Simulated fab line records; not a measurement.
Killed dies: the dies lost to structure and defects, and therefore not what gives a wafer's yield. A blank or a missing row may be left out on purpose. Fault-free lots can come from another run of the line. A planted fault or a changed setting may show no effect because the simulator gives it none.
A lot that was struck, set against a sound lot    flow n5_finfet    40 out of 1938 route steps
Sound: the wafers L433.1, L433.3, L433.6. Wafers L442.2, L442.4, L442.6 were the ones struck. The cause is given at the end.
Per side, at each step with rows, come the tool, then ch with its chambers, and then its first start. Under that, the readings that differ: sound wafers    struck wafers    difference of the means    sigmas: that difference in standard deviations of wafers without a fault.
alike: readings whose means differ by less than 2 such deviations, and words and numbers that are the same on both sides. not compared: withheld readings, readings that some wafer has no value for, bounds like >300 that may hide the same value, and numbers for which the record gives no deviation and whose values overlap.
The two part at a step that has a row with sigmas, a row that says differs or no value, or rows on one side only. Numbers that have no deviation but don't overlap get no sigmas and don't part them. A reading that every wafer of one side lacks parts them only if that side has two wafers or more.

first, 11 steps without rows for these wafers: N5_DUMMY_GATE_PRECLEAN_46 (cleans in DIW, time 89.5 s); N5_DUMMY_GATE_SRD_47 (dry time 32 s); N5_DUMMY_GATE_CMP_04 (polishes a-Si); N5_DUMMY_GATE_HM_DEP_06 (deposits SiNx from DCS/NH3, target thk 80 nm, time 5141 s); N5_DUMMY_GATE_PECVD_30 (deposits SiO2 from TEOS/O2, target thk 55 nm, time 10.8 s); N5_DUMMY_GATE_COAT_34 (time 60 s, resist thk 60 nm); N5_DUMMY_GATE_COAT_35 (time 60 s, resist thk 10 nm); N5_DUMMY_GATE_COAT_28 (time 60 s, resist thk 10 nm); N5_DUMMY_GATE_COAT_09 (resist thk 30 nm); N5_DUMMY_GATE_EBR_11; N5_DUMMY_GATE_SOFTBAKE_10 (time 60 s).
N5_DUMMY_GATE_EXPOSE_12: exposes mask GATE, target cd 25 nm.
  sound on euv_scanner-01 ch 0, day 5 22:37; struck on euv_scanner-01 ch 0, day 8 03:38
reading               sound           struck          difference  sigmas
exposure_dose_mJ_cm2  34.7 34.6 34.6  37.9 37.9 37.9  +3.3        +10
  alike: mask
then, 2 steps without rows for these wafers: N5_DUMMY_GATE_PEB_13 (peb time 60 s); N5_DUMMY_GATE_DEVELOP_14 (develop time 30 s).
N5_DUMMY_GATE_CD_MEAS_15: target cd 25.8 nm.
  sound on cd_sem-03 ch 0, day 5 22:44; struck on cd_sem-01 ch 0, day 8 03:46
reading     sound              struck             difference  sigmas
cd_nm (nm)  25.20 25.06 25.13  23.61 23.33 23.58  -1.62       -6
then, 6 steps without rows for these wafers: N5_DUMMY_GATE_DESCUM_20 (chemistry O2, time 6.2 s); N5_DUMMY_GATE_ETCH_29 (etches underlayer in N2/H2, target depth 13 nm); N5_DUMMY_GATE_ETCH_36 (etches SiARC in CF4, target depth 13 nm); N5_DUMMY_GATE_ETCH_37 (etches SOC in N2/H2, target depth 60 nm, overetch 30 nm); N5_DUMMY_GATE_STRIP_38 (strips in N2/H2); N5_DUMMY_GATE_STRIP_39 (strips in N2/H2).
N5_DUMMY_GATE_TRIM_49: chemistry O2, time 29 s, target cd 14 nm.
  sound on rie_si-06 ch 1,3, day 5 23:06; struck on rie_si-01 ch 1,2,3, day 8 04:07
reading                      sound         struck          difference  sigmas
model.DUMMY_GATE.cd_nm (nm)  13.8 14 14.2  12.2 12.2 12.8  -1.6        
  alike: drypump_motor_current_A, oes_product_au, throttle_valve_pct
  not compared: rf_hours_counter_h
then, 1 step without rows for these wafers: N5_DUMMY_GATE_STRIP_40 (strips in CF4).
N5_DUMMY_GATE_CD_MEAS_50: target cd 14 nm.
  sound: cd_sem-02 at day 5 23:14; struck: cd_sem-02 at day 8 04:25
reading     sound           struck          difference  sigmas
cd_nm (nm)  13.8 14.4 14.0  12.1 12.1 12.7  -1.8        -3
then, 6 steps without rows for these wafers: N5_DUMMY_GATE_ETCH_31 (etches SiO2 in C4F6/O2, target depth 82.5 nm, time 27.5 s); N5_DUMMY_GATE_STRIP_41 (strips in O2); N5_DUMMY_GATE_HM_OPEN_21 (chemistry CH3F/O2, target SiNx, target depth 120 nm, time 171.4 s); N5_DUMMY_GATE_ETCH_32 (etches SiO2 in CF4, target depth 3.5 nm, time 3.9 s); N5_DUMMY_GATE_ETCH_23 (etches poly-Si in HBr/Cl2/O2, target depth 41 nm, time 22.3 s); N5_DUMMY_GATE_ETCH_44 (etches poly-Si in HBr/O2, stops on SiO2, target depth 127.5 nm).
N5_DUMMY_GATE_CD_MEAS_24: target cd 15 nm.
  sound: cd_sem-03 at day 5 23:44; struck: cd_sem-02 at day 8 04:58
  alike: cd_nm
N5_DUMMY_GATE_ETCH_42: etches SiO2 in CHF3/O2, target depth 3.5 nm, time 31 s.
  sound on rie_diel-04 ch 0,2,3, day 6 00:02; struck on rie_diel-03 ch 0,1,3, day 8 05:01
reading                      sound           struck        difference  sigmas
model.DUMMY_GATE.cd_nm (nm)  15.2 15.2 15.4  13.2 14 14.4  -1.4        
  alike: drypump_motor_current_A, oes_product_au, rf_vpp_V, showerhead_plenum_p_Torr, throttle_valve_pct
  not compared: rf_hours_counter_h
then, 6 steps without rows for these wafers: N5_DUMMY_GATE_STRIP_48 (strips in N2/H2, time 20 s); N5_DUMMY_GATE_PRECLEAN_33 (cleans in dHF, time 10 s); N5_DUMMY_GATE_PRECLEAN_25 (cleans in O3/DIW, time 45 s); N5_DUMMY_GATE_PRECLEAN_51 (cleans in SC2, time 45 s); N5_DUMMY_GATE_SRD_26 (time 30 s); N5_DUMMY_GATE_UV_OZONE_45 (time 120 s).
-- a jump in the record: the struck wafers' starts before and after are 6 days apart (it breaks off in module DUMMY_GATE and resumes in module BEOL_M4, where the first step shown is number 1111 of the route) --
N5_BEOL_M4_RC_MEAS_101:
  sound on prober-02 ch 0, day 11 14:08; struck on prober-02 ch 0, day 13 21:27
  alike: DIBL_N, DIBL_P, IOFF_N, IOFF_P, ION_N, ION_P, SS_N, SS_P, VT_N, VT_P
-- record jumps: 4 days separate the struck wafers' starts on either side; left off in module BEOL_M4, taken up again in module PASSIVATION, whose first shown step is the route's number 1936 --
N5_PASSIVATION_PROBE_49:
  the record has rows for the struck wafers here (prober-02, day 18 03:55) and none for the sound ones

WHERE THEY PART
Last at N5_PASSIVATION_PROBE_49 as far as this record goes, first at N5_DUMMY_GATE_EXPOSE_12.

WHY: whatever the simulator had introduced
Process parameters drifting: euv_scanner-01 at N5_DUMMY_GATE_EXPOSE_12, beginning at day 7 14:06. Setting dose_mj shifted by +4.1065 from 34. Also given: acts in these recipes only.
